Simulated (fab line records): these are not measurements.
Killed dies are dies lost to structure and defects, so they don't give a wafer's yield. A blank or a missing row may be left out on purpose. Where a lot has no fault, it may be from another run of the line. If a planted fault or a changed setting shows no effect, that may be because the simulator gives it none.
Chamber matching || flow n5 finfet || N5_BEOL_M0_DEP_125 on pecvd-03: 3 sister chambers
The step deposits SiCN from 3MS/NH3, target thk 8 nm, time 14 s. 6 wafers are shown with their chamber, then 9 later ones without.

## WAFERS PAIRED WITH THEIR CHAMBERS
{"wafer": "L082.4", "chamber": 1, "throttle valve pct (%)": 8.7, "showerhead plenum p Torr (Torr)": 3.683}
{"wafer": "L087.1", "chamber": 2, "throttle valve pct (%)": 8.8, "showerhead plenum p Torr (Torr)": 3.664}
{"wafer": "L087.5", "chamber": 2, "throttle valve pct (%)": 8.9, "showerhead plenum p Torr (Torr)": 3.659}
{"wafer": "L090.3", "chamber": 0, "throttle valve pct (%)": 9.2, "showerhead plenum p Torr (Torr)": 3.675}
{"wafer": "L090.4", "chamber": 0, "throttle valve pct (%)": 9.3, "showerhead plenum p Torr (Torr)": 3.673}
{"wafer": "L090.6", "chamber": 1, "throttle valve pct (%)": 8.8, "showerhead plenum p Torr (Torr)": 3.666}

## WAFERS MISSING THEIR CHAMBER
{"wafer": "L092.1", "throttle valve pct (%)": 9.0, "showerhead plenum p Torr (Torr)": 3.673}
{"wafer": "L092.3", "throttle valve pct (%)": 9.2, "showerhead plenum p Torr (Torr)": 3.682}
{"wafer": "L092.4", "throttle valve pct (%)": 8.8, "showerhead plenum p Torr (Torr)": 3.656}
{"wafer": "L094.2", "throttle valve pct (%)": 9.4, "showerhead plenum p Torr (Torr)": 3.680}
{"wafer": "L094.4", "throttle valve pct (%)": 8.4, "showerhead plenum p Torr (Torr)": 3.676}
{"wafer": "L094.5", "throttle valve pct (%)": 9.4, "showerhead plenum p Torr (Torr)": 3.676}
{"wafer": "L097.1", "throttle valve pct (%)": 8.8, "showerhead plenum p Torr (Torr)": 3.670}
{"wafer": "L097.5", "throttle valve pct (%)": 9.4, "showerhead plenum p Torr (Torr)": 3.677}
{"wafer": "L097.6", "throttle valve pct (%)": 9.2, "showerhead plenum p Torr (Torr)": 3.675}

## THE CHAMBER EACH PASSED THROUGH
{"wafer": "L092.1", "from the rows above": "can't be placed: 2 or 0 or 1", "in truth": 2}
{"wafer": "L092.3", "from the rows above": 0, "in truth": 0}
{"wafer": "L092.4", "from the rows above": "can't be placed: 2 or 1", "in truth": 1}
{"wafer": "L094.2", "from the rows above": 0, "in truth": 0}
{"wafer": "L094.4", "from the rows above": "can't be placed: 1 or 2", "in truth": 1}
{"wafer": "L094.5", "from the rows above": 0, "in truth": 0}
{"wafer": "L097.1", "from the rows above": "can't be placed: 1 or 2", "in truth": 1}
{"wafer": "L097.5", "from the rows above": 0, "in truth": 0}
{"wafer": "L097.6", "from the rows above": 0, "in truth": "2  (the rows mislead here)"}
4 of 9 placed correctly. Not placeable from these rows: 4 (in 4, the candidates include the true chamber). Wrongly placed: 1.
How it was worked out, from the rows above alone: a wafer's distance from a chamber is the root of the sum, over the readings, of the square of ((its reading less the chamber's mean) divided by the reading's scatter). The wafer belongs to the nearest chamber; if the next one is less than 2 further off, it can't be placed. For every chamber, the mean is computed from those of its wafers that are shown. The scatter: the root of (the sum of the squares of (reading less its chamber's mean) over the shown wafers, divided by (wafers less chambers)).
